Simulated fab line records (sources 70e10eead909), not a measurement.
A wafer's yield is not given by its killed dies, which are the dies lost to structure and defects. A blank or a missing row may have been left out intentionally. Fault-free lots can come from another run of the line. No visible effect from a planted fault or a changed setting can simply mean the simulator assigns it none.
Matching of chambers || flow nand_harc || 4 sister chambers for NHARC_P_CONTACT_CMP_01 on cmp-01
The step polishes SiO2, target thk 200 nm. 8 wafers are shown with their chamber, then 7 later ones without.

WAFERS WITH THEIR CHAMBER
{"wafer": "L346.3", "chamber": 1, "motor_current_A (A)": 11.2}
{"wafer": "L348.4", "chamber": 1, "motor_current_A (A)": 11.5}
{"wafer": "L348.5", "chamber": 0, "motor_current_A (A)": 13.0}
{"wafer": "L347.5", "chamber": 2, "motor_current_A (A)": 10.9}
{"wafer": "L349.5", "chamber": 2, "motor_current_A (A)": 10.5}
{"wafer": "L349.6", "chamber": 3, "motor_current_A (A)": 11.2}
{"wafer": "L358.1", "chamber": 0, "motor_current_A (A)": 11.8}
{"wafer": "L358.4", "chamber": 3, "motor_current_A (A)": 11.6}

WAFERS MISSING THEIR CHAMBER
{"wafer": "L358.5", "motor_current_A (A)": 10.7}
{"wafer": "L363.3", "motor_current_A (A)": 11.3}
{"wafer": "L363.4", "motor_current_A (A)": 10.2}
{"wafer": "L363.6", "motor_current_A (A)": 11.3}
{"wafer": "L365.4", "motor_current_A (A)": 11.5}
{"wafer": "L365.5", "motor_current_A (A)": 12.6}
{"wafer": "L365.6", "motor_current_A (A)": 11.4}

WHICH CHAMBER EACH WENT THROUGH
{"wafer": "L358.5", "from the rows above": "can't be placed: 2 or 1 or 3", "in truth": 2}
{"wafer": "L363.3", "from the rows above": "can't be placed: 1 or 3 or 2", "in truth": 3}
{"wafer": "L363.4", "from the rows above": "can't be placed: 2 or 1 or 3", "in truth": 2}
{"wafer": "L363.6", "from the rows above": "can't be placed: 1 or 3 or 2", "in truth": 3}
{"wafer": "L365.4", "from the rows above": "can't be placed: 3 or 1 or 2 or 0", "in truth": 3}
{"wafer": "L365.5", "from the rows above": 0, "in truth": 0}
{"wafer": "L365.6", "from the rows above": "can't be placed: 3 or 1 or 2", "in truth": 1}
Correct placement for 1 of the 7. Not placeable from these rows: 6 (in 6, the candidates include the true chamber). Placed wrongly: 0.
How it was worked out, from the rows above alone: a wafer's distance from a chamber is the root of the sum, over the readings, of the square of ((its reading less the chamber's mean) divided by the reading's scatter). The wafer belongs to the nearest chamber; if the next one is less than 2 further off, it can't be placed. Each chamber's mean is taken over the wafers shown for it. The scatter: take each reading less its chamber's mean, square it, sum over the shown wafers, divide by the number of wafers less the number of chambers, and take the root.
